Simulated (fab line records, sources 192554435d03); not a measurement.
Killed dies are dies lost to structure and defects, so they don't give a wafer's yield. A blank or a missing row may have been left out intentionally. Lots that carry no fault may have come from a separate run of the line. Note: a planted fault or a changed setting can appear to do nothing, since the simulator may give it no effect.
fab line records	flow n5-finfet
record lots=5	wafers=15	last-day=17
route steps=1938 shown BEOL_M4@1099 BEOL_M5@1112 BEOL_M9@1401 PASSIVATION@1936
lots untouched by any fault: they come from a run of this same line in which no faults occurred
start-h: the number of hours between the record's first day and the start of the first shown wafer of the lot	wait-h: how many hours have passed since the lot's step before this one	" the same as in the row above	L1.1+2: several wafers, shown together as one row	- no value, or no start given	* or withheld: withheld	< > ~ a bound
route shown NAME@n: a module of which the file shows steps, and the number in the route of the first	usual: the fault-free wafers' mean and standard deviation	same: alike in all rows	chamber/n: place in a boat	sites: per-site readings	_std_site: the standard deviation of these	_edge_site: mean of outer sites minus mean of inner sites	radius-mm: how far each site lies from the wafer's centre	mask NAME#n: copy n	behind: the most recent tool/chamber to have shaped the wafer	hold: cause of the lot's hold/its duration in hours/its outcome	device: the transistor (n, p or np) that didn't switch	end of line: the tests these same wafers got at the end of their route	a step given without rows: its recipe and nothing more	killed: dies that structure and defects cost at the first sort, which is not the same as the wafer's yield	map: dies across one wafer; x = killed, . = not, _ = none there
set.NAME: the setting the step ran with; set.NAME@STEP: the setting that earlier step ran with	model.NAME: the simulator's own value behind a step, which no gauge read
certain route steps with their lots: each step a table, each wafer a row
services: the hour from which a tool's chamber was out of use, counted from the record's first day as start-h (under 0 if before that day), plus the number of hours and why
## steps
# step N5_BEOL_M4_ANNEAL_95
# recipe temp-c=400	time-s=240	ambient=vacuum
# step N5_BEOL_M4_SPUTTER_96
# recipe material=Cu	target-thk-a=45	temp-c=-20	chamber-pressure-pa=0.07	power-w=withheld	time-s=8.29
# step N5_BEOL_M4_ECD_50
# recipe material=Cu	target-thk-a=3000
# step N5_BEOL_M4_ANNEAL_51
# recipe temp-c=225	time-s=90	ambient=N2
# step N5_BEOL_M4_CMP_52
# recipe stop-on=SiOC	t-overpolish-s=6.8	down-force-psi=1	platen-rpm=50	clearing-platen-down-force-psi=1.5	clearing-platen-rpm=50	post-cmp-clean=cu-alkaline	target-thk-nm=40	clearing-platen-pad-velocity-m-s=0.99484	pad-velocity-m-s=0.99484
# step N5_BEOL_M4_PRE_CLEAN_60
# recipe gas=NH3/H2	time-s=15	temp-c=*	rf-power-w=300
# step N5_BEOL_M4_CO_CAP_55
# recipe material=Co	target-thk-a=20	temp-c=200	precursor=CCTBA/H2	pressure-torr=30	time-s=102.1
# step N5_BEOL_M4_PRE_CLEAN_56
# recipe gas=NH3	time-s=15	temp-c=withheld	rf-power-w=300
# step N5_BEOL_M4_DEP_57
# recipe material=SiCN	target-thk-a=80	temp-c=withheld	precursor=3MS/NH3	pressure-torr=3	rf-w=202	time-s=14
# step N5_BEOL_M4_RC_MEAS_101
# usual DIBL_N=36.4/2	DIBL_P=36.1/2.5	IOFF_N=0.16/0.037	IOFF_P=0.20/0.038	ION_N=670/13	ION_P=459/8.3	SS_N=71.6/0.69	SS_P=73.3/0.72	VT_N=250/3.4	VT_P=-251/3.1
lot.wafer	tool	chamber	start-h	wait-h	DIBL_N[mV/V]	DIBL_P[mV/V]	IOFF_N[nA/um]	IOFF_P[nA/um]	ION_N[uA/um]	ION_P[uA/um]	SS_N[mV/dec]	SS_P[mV/dec]	VT_N[mV]	VT_P[mV]
L625.1	prober-01	0	179.60	0.0	37.3	38.3	0.18	0.23	678	467	72.2	73.5	248	-250
L625.5	"	0	"	"	34.1	33.5	0.12	0.15	664	450	71.7	71.8	256	-255
L625.6	"	0	"	"	36.7	37.6	0.17	0.21	687	472	72.4	73.6	248	-253
L633.1	prober-01	0	231.20	0.0	33.4	33.0	0.13	0.15	658	450	70.7	72.4	254	-255
L633.2	"	0	"	"	34.2	35.2	0.15	0.18	677	461	71.8	73.2	249	-253
L633.3	"	0	"	"	36.3	37.3	0.17	0.20	656	450	72.1	74.0	248	-252
L634.1	prober-01	0	235.89	0.0	36.6	35.4	0.16	0.21	668	460	71.5	73.7	249	-247
L634.3	"	0	"	"	35.3	33.5	0.14	0.18	668	462	70.6	73.3	249	-252
L634.5	"	0	"	"	35.0	33.5	0.14	0.18	676	457	71.9	72.9	249	-253
L636.4	prober-01	0	244.36	0.5	33.6	30.8	0.10	0.15	651	451	70.8	71.6	256	-254
L636.5	"	0	"	"	37.2	35.7	0.14	0.23	667	464	71.6	72.9	251	-249
L636.6	"	0	"	"	34.4	30.3	0.11	0.15	654	452	70.1	71.6	253	-255
L643.1	prober-02	0	300.01	0.0	34.8	35.3	0.13	0.16	656	450	71.1	73.1	254	-258
L643.2	"	0	"	"	37.0	38.6	0.18	0.20	696	472	70.9	73.8	247	-252
L643.4	"	0	"	"	38.4	38.1	0.19	0.19	669	447	71.8	73.3	249	-255
# step N5_BEOL_M5_ILD_DEP_00
# recipe material=SiCOH_lowk	target-thk-a=1406.4	temp-c=300	precursor=DEMS/porogen	pressure-torr=5	rf-w=500	time-s=25.9
# step N5_BEOL_M5_CURE_79
# recipe temp-c=385	time-s=240	ambient=He/Ar	material=SiCOH_lowk
# step N5_BEOL_M5_PECVD_70
# recipe material=SiO2	target-thk-a=160	temp-c=400	precursor=TEOS/O2	pressure-torr=5.5	rf-w=450	teos-flow-sccm=53.8	gas=O2	flow-sccm=3000	time-s=18
# step N5_BEOL_M5_HM_DEP_02
# recipe material=TiN	target-thk-a=200	temp-c=25	chamber-pressure-pa=0.49996
# step N5_BEOL_M5_COAT_59
# recipe resist=SOC	temp-c=250	time-s=60	spin-rpm=1500	resist-thk-nm=60
# step N5_BEOL_M5_COAT_60
# recipe resist=SiARC	temp-c=220	time-s=60	spin-rpm=1500	resist-thk-nm=12
# step N5_BEOL_M5_COAT_71
# recipe resist=underlayer	temp-c=205	time-s=60	spin-rpm=1500	resist-thk-nm=5
# step N5_BEOL_M5_COAT_05
# recipe resist=CAR-EUV	spin-rpm=1500	resist-thk-nm=30
# step N5_BEOL_M5_EBR_07
# recipe solvent=PGMEA	ebr-width-mm=1.5
# step N5_BEOL_M5_SOFTBAKE_06
# recipe temp-c=110	time-s=60	resist=CAR-EUV
# step N5_BEOL_M5_EXPOSE_08
# recipe mask-id=M5	na=0.33	source-shape=annular	sigma-inner=0.4	sigma-outer=0.8	polarization=unpolarized	target-cd-nm=28	dose-mj=35.75
# step N5_BEOL_M5_PEB_09
# recipe peb-temp-c=100	peb-time-s=60	resist=CAR-EUV
# step N5_BEOL_M5_DEVELOP_10
# recipe develop-time-s=30	developer=TMAH	resist=CAR-EUV	rinse-liquid=surfactant-rinse	dry=air-spin	dev-temp-c=23
# step N5_BEOL_M5_DESCUM_16
# recipe chemistry=O2	time-s=7	source-power-w=50	bias-power-w=20	pressure-mtorr=20	rf-frequency-hz=2.712e+07	temp-c=40	resist=CAR-EUV	o2-flow-sccm=225
# step N5_BEOL_M5_ETCH_72
# recipe chemistry=N2/H2	target=underlayer	target-depth-a=65	mask-material=CAR-EUV	time-s=5.2	ion-energy-ev=200	pressure-mtorr=30	source-w=840	bias-w=150	n2-flow-sccm=200	h2-flow-sccm=200	ends=cleared
# step N5_BEOL_M5_ETCH_61
# recipe chemistry=CF4	target=SiARC	target-depth-a=156	mask-material=CAR-EUV	time-s=26	ion-energy-ev=80	pressure-mtorr=40	source-w=545	bias-w=36	Ar_flow_sccm=100	cf4-flow-sccm=100	ends=cleared
# step N5_BEOL_M5_ETCH_62
# recipe chemistry=N2/H2	target=SOC	target-depth-a=750	overetch-a=150	mask-material=SiARC	temp-c=40	time-s=112.5	ion-energy-ev=200	pressure-mtorr=30	source-w=840	bias-w=150	n2-flow-sccm=200	h2-flow-sccm=200
# step N5_BEOL_M5_STRIP_63
# recipe chemistry=N2/H2	temp-c=40	n2-flow-sccm=200	h2-flow-sccm=200	rf-frequency-hz=6e+07
# step N5_BEOL_M5_STRIP_73
# recipe chemistry=N2/H2	temp-c=40	n2-flow-sccm=200	h2-flow-sccm=200	rf-frequency-hz=6e+07
# step N5_BEOL_M5_STRIP_64
# recipe chemistry=CF4	resist=SiARC	power-w=300	bias-power-w=75	pressure-mtorr=50	cf4-flow-sccm=150	rf-frequency-hz=6e+07
# step N5_BEOL_M5_HM_OPEN_17
# recipe chemistry=Cl2/BCl3	target-depth-a=200	overetch-a=60	target=TiN	mask-material=SOC	ion-energy-ev=150	pressure-mtorr=10	icp-w=1000	bias-w=126	Cl2_flow_sccm=53.25	bcl3-flow-sccm=21.75	Ar_flow_sccm=25
# step N5_BEOL_M5_STRIP_19
# recipe chemistry=O2	power-w=400	temp-c=40	pressure-mtorr=30	rf-frequency-hz=6e+07	bias-power-w=0	overash-fraction=0.2	o2-flow-sccm=225
# step N5_BEOL_M5_COAT_65
# recipe resist=SOC	temp-c=250	time-s=60	spin-rpm=1500	resist-thk-nm=60
# step N5_BEOL_M5_COAT_66
# recipe resist=SiARC	temp-c=220	time-s=60	spin-rpm=1500	resist-thk-nm=12
# step N5_BEOL_M9_ILD_DEP_00
# recipe material=SiCOH_lowk	target-thk-a=3085.1	temp-c=300	precursor=DEMS/porogen	pressure-torr=5	rf-w=500	time-s=58
# usual chamber-pressure-Torr=5.000/0.011	heater-power-outer-w=146/39	heater-power-w=325/73	rf-fwd-power-W=496.5/1.6	showerhead-plenum-p-Torr=5.745/0.012	throttle-valve-pct=13.4/0.53
lot.wafer	tool	chamber	start-h	wait-h	chamber-pressure-Torr	heater-power-outer-w	heater-power-w	rf-fwd-power-W	showerhead-plenum-p-Torr	throttle-valve-pct
L625.1	pecvd-02	0	216.68	0.0	5.015	178	387	496.8	5.731	13.7
L625.5	"	1	"	"	5.006	91	205	498.2	5.766	13.1
L625.6	"	2	"	"	5.007	141	331	497.6	5.736	12.7
L634.1	pecvd-02	2	274.24	0.0	-	-	-	-	-	-
L634.3	"	1	"	"	-	-	-	-	-	-
L634.5	"	1	"	"	-	-	-	-	-	-
L633.1	pecvd-03	2	280.42	0.0	-	-	-	-	-	-
L633.2	"	0	"	"	-	-	-	-	-	-
L633.3	"	1	"	"	-	-	-	-	-	-
L636.4	pecvd-02	2	280.76	0.1	-	-	-	-	-	-
L636.5	"	1	"	"	-	-	-	-	-	-
L636.6	"	0	"	"	-	-	-	-	-	-
L643.1	pecvd-02	2	341.11	0.0	5.005	153	349	496.9	5.746	12.8
L643.2	"	1	"	"	5.025	88	206	497.9	5.754	13.3
L643.4	"	1	"	"	5.022	94	203	498.8	5.764	13.3
# step N5_BEOL_M9_OCD_MEAS_38
# usual trench-depth-nm=151/3.3
lot.wafer	tool	chamber	start-h	wait-h	trench-depth-nm
L625.1	ocd-01	-	223.34	-	154
L625.5	"	-	"	"	151
L625.6	"	-	"	"	148
L634.1	ocd-02	-	278.31	-	-
L634.3	"	-	"	"	-
L634.5	"	-	"	"	-
L636.4	ocd-02	-	285.29	-	-
L636.5	"	-	"	"	-
L636.6	"	-	"	"	-
L633.1	ocd-02	-	285.71	-	-
L633.2	"	-	"	"	-
L633.3	"	-	"	"	-
L643.1	ocd-01	-	348.28	-	157
L643.2	"	-	"	"	150
L643.4	"	-	"	"	153
# step N5_PASSIVATION_PROBE_49
# usual defect-limited-yield=91.2/1.6	killed_at_M0_to_M3=34/11	killed_at_M4_up=13/5.2	killed-at-contacts=13/6.3	killed-at-front-end=40/14	killed-at-other=3.2/2.4	killed-dies=104/19	killed-on-rim=14/4.2	killed-open=69/14	killed-short=32/7.5	sort_bin_5_function=5.3/1.1	sort_bin_6_memory=3.2/0.73	sort-n-pass=1076/19	sort-yield-pct=91.2/1.6
# same gross-dies=1180	killed-at-back-side=0	sort_bin_4_leakage[%]=0	sort_bin_8_speed[%]=0
lot.wafer	tool	chamber	start-h	wait-h	defect-limited-yield[%]	killed_at_M0_to_M3	killed_at_M4_up	killed-at-contacts	killed-at-front-end	killed-at-other	killed-dies	killed-on-rim	killed-open	killed-short	sort_bin_5_function[%]	sort_bin_6_memory[%]	sort-n-pass	sort-yield-pct[%]
L634.1	prober-02	-	335.66	0.0	0	7	1169	1	3	0	1180	152	12	1	72.1	2.7	0	0
L634.3	prober-02	-	335.76	0.1	0	7	1165	1	7	0	1180	152	11	5	69.7	2.9	0	0
L634.5	prober-02	-	335.86	0.2	0	8	1166	1	5	0	1180	152	12	5	73.2	3.3	0	0
L636.4	prober-02	-	347.55	0.2	0	3	1165	0	11	1	1180	152	8	8	71.0	3.0	0	0
L636.5	prober-02	-	347.60	0.2	0	4	1156	1	18	1	1180	152	22	4	72.7	3.1	0	0
L636.6	prober-02	-	347.65	0.3	0	9	1158	3	10	0	1180	152	16	11	74.4	2.3	0	0
L633.1	prober-02	-	358.47	0.0	0	9	1155	3	13	0	1180	152	18	11	72.5	2.9	0	0
L633.2	prober-02	-	358.52	0.1	0	5	1166	5	4	0	1180	152	12	6	73.6	3.0	0	0
L633.3	prober-02	-	358.57	0.1	0	3	1169	1	7	0	1180	152	8	3	72.5	3.7	0	0
# killed by level:class
L634.1 BEOL_M9:lost-pattern=1164 BEOL_M0_SAQP:geometric-particle:open=4 BEOL_M3:geometric-particle:open=3 BEOL_M9:area-dep=3 FIN_SAQP:geometric-particle:open=2 ILD0:geometric-particle:short=1 MOL_CONTACT_COAG:geometric-particle:open=1 BEOL_M4:geometric-particle:open=1
L634.3 BEOL_M9:lost-pattern=1160 BEOL_M9:area-dep=4 STI_FIN_REVEAL:geometric-particle:open=3 FIN_SAQP:geometric-particle:open=2 STI_FIN_REVEAL:geometric-particle:short=1 BEOL_M0:geometric-particle:open=1 DUMMY_GATE:geometric-particle:short=1 MOL_CONTACT_COAG:geometric-particle:open=1
L634.5 BEOL_M9:lost-pattern=1157 BEOL_M9:area-dep=6 FIN_SAQP:geometric-particle:open=3 BEOL_M0_SAQP:geometric-particle:short=3 BEOL_M0_SAQP:geometric-particle:open=2 BEOL_M3:geometric-particle:open=2 FIN_SAQP:geometric-particle:short=1 STI_FIN_REVEAL:geometric-particle:open=1
L636.4 BEOL_M9:lost-pattern=1158 BEOL_M9:area-dep=6 FIN_SAQP:geometric-particle:short=3 FIN_SAQP:geometric-particle:open=2 STI_FIN_REVEAL:geometric-particle:open=2 FIN_CUT:geometric-particle:short=1 DUMMY_GATE:geometric-particle:open=1 ILD0:geometric-particle:short=1
L636.5 BEOL_M9:lost-pattern=1149 STI_FIN_REVEAL:geometric-particle:open=8 FIN_SAQP:geometric-particle:open=6 BEOL_M9:area-dep=5 STI_FIN_REVEAL:geometric-particle:short=2 BEOL_M4:geometric-particle:open=2 DUMMY_GATE:geometric-particle:open=1 DUMMY_GATE:geometric-particle:short=1
L636.6 BEOL_M9:lost-pattern=1148 BEOL_M9:area-dep=5 BEOL_M0:geometric-particle:open=3 STI_FIN_REVEAL:geometric-particle:open=3 FIN_SAQP:geometric-particle:short=2 GATE_CUT:geometric-particle:short=2 MOL_CONTACT_COAG:geometric-particle:open=2 BEOL_M2:geometric-particle:open=2
L633.1 BEOL_M9:lost-pattern=1148 STI_FIN_REVEAL:geometric-particle:open=5 STI_FIN_REVEAL:geometric-particle:short=3 BEOL_M1:geometric-particle:open=3 BEOL_M9:area-dep=3 MOL_CONTACT_COAG:geometric-particle:open=2 BEOL_M2:geometric-particle:open=2 BEOL_M5:geometric-particle:open=2
L633.2 BEOL_M9:lost-pattern=1156 BEOL_M9:area-dep=6 MOL_CONTACT_COAG:geometric-particle:open=3 DUMMY_GATE:geometric-particle:open=3 BEOL_M0_SAQP:geometric-particle:short=3 MOL_CONTACT_COAG:geometric-particle:short=2 BEOL_M0_SAQP:geometric-particle:open=2 BEOL_M4:geometric-particle:open=2
L633.3 BEOL_M9:lost-pattern=1162 BEOL_M9:area-dep=7 BEOL_M0_SAQP:geometric-particle:open=3 STI_FIN_REVEAL:geometric-particle:open=2 GATE_CUT:geometric-particle:short=2 FIN_SAQP:geometric-particle:open=1 DUMMY_GATE:geometric-particle:short=1 DUMMY_GATE:geometric-particle:open=1
# map L633.1 (x killed, . not)
_________________xxxxxxxxxxxx________________
______________xxxxxxxxxxxxxxxxxx_____________
___________xxxxxxxxxxxxxxxxxxxxxxxx__________
__________xxxxxxxxxxxxxxxxxxxxxxxxxx_________
________xxxxxxxxxxxxxxxxxxxxxxxxxxxxxx_______
_______xxxxxxxxxxxxxxxxxxxxxxxxxxxxxxxx______
______xxxxxxxxxxxxxxxxxxxxxxxxxxxxxxxxxx_____
_____xxxxxxxxxxxxxxxxxxxxxxxxxxxxxxxxxxxx____
____xxxxxxxxxxxxxxxxxxxxxxxxxxxxxxxxxxxxxx___
___xxxxxxxxxxxxxxxxxxxxxxxxxxxxxxxxxxxxxxxx__
___xxxxxxxxxxxxxxxxxxxxxxxxxxxxxxxxxxxxxxxx__
__xxxxxxxxxxxxxxxxxxxxxxxxxxxxxxxxxxxxxxxxxx_
__xxxxxxxxxxxxxxxxxxxxxxxxxxxxxxxxxxxxxxxxxx_
_xxxxxxxxxxxxxxxxxxxxxxxxxxxxxxxxxxxxxxxxxxxx
_xxxxxxxxxxxxxxxxxxxxxxxxxxxxxxxxxxxxxxxxxxxx
_xxxxxxxxxxxxxxxxxxxxxxxxxxxxxxxxxxxxxxxxxxxx
_xxxxxxxxxxxxxxxxxxxxxxxxxxxxxxxxxxxxxxxxxxxx
_xxxxxxxxxxxxxxxxxxxxxxxxxxxxxxxxxxxxxxxxxxxx
_xxxxxxxxxxxxxxxxxxxxxxxxxxxxxxxxxxxxxxxxxxxx
_xxxxxxxxxxxxxxxxxxxxxxxxxxxxxxxxxxxxxxxxxxxx
_xxxxxxxxxxxxxxxxxxxxxxxxxxxxxxxxxxxxxxxxxxxx
__xxxxxxxxxxxxxxxxxxxxxxxxxxxxxxxxxxxxxxxxxx_
__xxxxxxxxxxxxxxxxxxxxxxxxxxxxxxxxxxxxxxxxxx_
___xxxxxxxxxxxxxxxxxxxxxxxxxxxxxxxxxxxxxxxx__
___xxxxxxxxxxxxxxxxxxxxxxxxxxxxxxxxxxxxxxxx__
____xxxxxxxxxxxxxxxxxxxxxxxxxxxxxxxxxxxxxx___
_____xxxxxxxxxxxxxxxxxxxxxxxxxxxxxxxxxxxx____
______xxxxxxxxxxxxxxxxxxxxxxxxxxxxxxxxxx_____
_______xxxxxxxxxxxxxxxxxxxxxxxxxxxxxxxx______
________xxxxxxxxxxxxxxxxxxxxxxxxxxxxxx_______
__________xxxxxxxxxxxxxxxxxxxxxxxxxx_________
___________xxxxxxxxxxxxxxxxxxxxxxxx__________
______________xxxxxxxxxxxxxxxxxx_____________
_________________xxxxxxxxxxxx________________
# map L634.1 (x killed, . not)
_________________xxxxxxxxxxxx________________
______________xxxxxxxxxxxxxxxxxx_____________
___________xxxxxxxxxxxxxxxxxxxxxxxx__________
__________xxxxxxxxxxxxxxxxxxxxxxxxxx_________
________xxxxxxxxxxxxxxxxxxxxxxxxxxxxxx_______
_______xxxxxxxxxxxxxxxxxxxxxxxxxxxxxxxx______
______xxxxxxxxxxxxxxxxxxxxxxxxxxxxxxxxxx_____
_____xxxxxxxxxxxxxxxxxxxxxxxxxxxxxxxxxxxx____
____xxxxxxxxxxxxxxxxxxxxxxxxxxxxxxxxxxxxxx___
___xxxxxxxxxxxxxxxxxxxxxxxxxxxxxxxxxxxxxxxx__
___xxxxxxxxxxxxxxxxxxxxxxxxxxxxxxxxxxxxxxxx__
__xxxxxxxxxxxxxxxxxxxxxxxxxxxxxxxxxxxxxxxxxx_
__xxxxxxxxxxxxxxxxxxxxxxxxxxxxxxxxxxxxxxxxxx_
_xxxxxxxxxxxxxxxxxxxxxxxxxxxxxxxxxxxxxxxxxxxx
_xxxxxxxxxxxxxxxxxxxxxxxxxxxxxxxxxxxxxxxxxxxx
_xxxxxxxxxxxxxxxxxxxxxxxxxxxxxxxxxxxxxxxxxxxx
_xxxxxxxxxxxxxxxxxxxxxxxxxxxxxxxxxxxxxxxxxxxx
_xxxxxxxxxxxxxxxxxxxxxxxxxxxxxxxxxxxxxxxxxxxx
_xxxxxxxxxxxxxxxxxxxxxxxxxxxxxxxxxxxxxxxxxxxx
_xxxxxxxxxxxxxxxxxxxxxxxxxxxxxxxxxxxxxxxxxxxx
_xxxxxxxxxxxxxxxxxxxxxxxxxxxxxxxxxxxxxxxxxxxx
__xxxxxxxxxxxxxxxxxxxxxxxxxxxxxxxxxxxxxxxxxx_
__xxxxxxxxxxxxxxxxxxxxxxxxxxxxxxxxxxxxxxxxxx_
___xxxxxxxxxxxxxxxxxxxxxxxxxxxxxxxxxxxxxxxx__
___xxxxxxxxxxxxxxxxxxxxxxxxxxxxxxxxxxxxxxxx__
____xxxxxxxxxxxxxxxxxxxxxxxxxxxxxxxxxxxxxx___
_____xxxxxxxxxxxxxxxxxxxxxxxxxxxxxxxxxxxx____
______xxxxxxxxxxxxxxxxxxxxxxxxxxxxxxxxxx_____
_______xxxxxxxxxxxxxxxxxxxxxxxxxxxxxxxx______
________xxxxxxxxxxxxxxxxxxxxxxxxxxxxxx_______
__________xxxxxxxxxxxxxxxxxxxxxxxxxx_________
___________xxxxxxxxxxxxxxxxxxxxxxxx__________
______________xxxxxxxxxxxxxxxxxx_____________
_________________xxxxxxxxxxxx________________
## services
tool	chamber	start-h	hours	kind
pecvd-03	2	202.38	-	clean
pecvd-03	2	202.38	-	consumable-replace:showerhead
pecvd-03	2	202.38	29.0	scheduled-down
pecvd-03	2	202.38	29.0	vent-cycle
pecvd-03	0	235.93	5.5	scheduled-down
pecvd-02	-	240.84	1.9	repair
pecvd-03	0	283.70	23.4	repair
pecvd-02	2	289.50	2.1	scheduled-down
pecvd-02	1	294.98	5.5	scheduled-down
pecvd-03	0	316.27	5.0	scheduled-down
pecvd-03	-	338.65	6.0	pm
## key
first-sign step=N5_BEOL_M9_ILD_DEP_00	reading=tool-record	direction=missing
effect step=N5_BEOL_M9_OCD_MEAS_38	reading=trench-depth-nm	direction=missing
effect step=N5_PASSIVATION_PROBE_49	reading=killed_at_M4_up	direction=up	sigmas=99+	usual=13	struck=1163
met-at N5_BEOL_M9_ILD_DEP_00
struck-wafers L633.1,L633.2,L633.3,L634.1,L634.3,L634.5,L636.4,L636.5,L636.6
later-rows-left-out L633.1,L633.2,L633.3,L634.1,L634.3,L634.5,L636.4,L636.5,L636.6
onset-between 216.68 274.24
fault kind=skipped-step-whole	tool=pecvd-02,pecvd-03	chamber=-	onset-h=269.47	steps=N5_BEOL_M9_ILD_DEP_00	scope=struck-lots-only
# later-rows-left-out: the simulator's readings of these wafers behind a module that went badly wrong aren't trusted and aren't shown, but for the sort
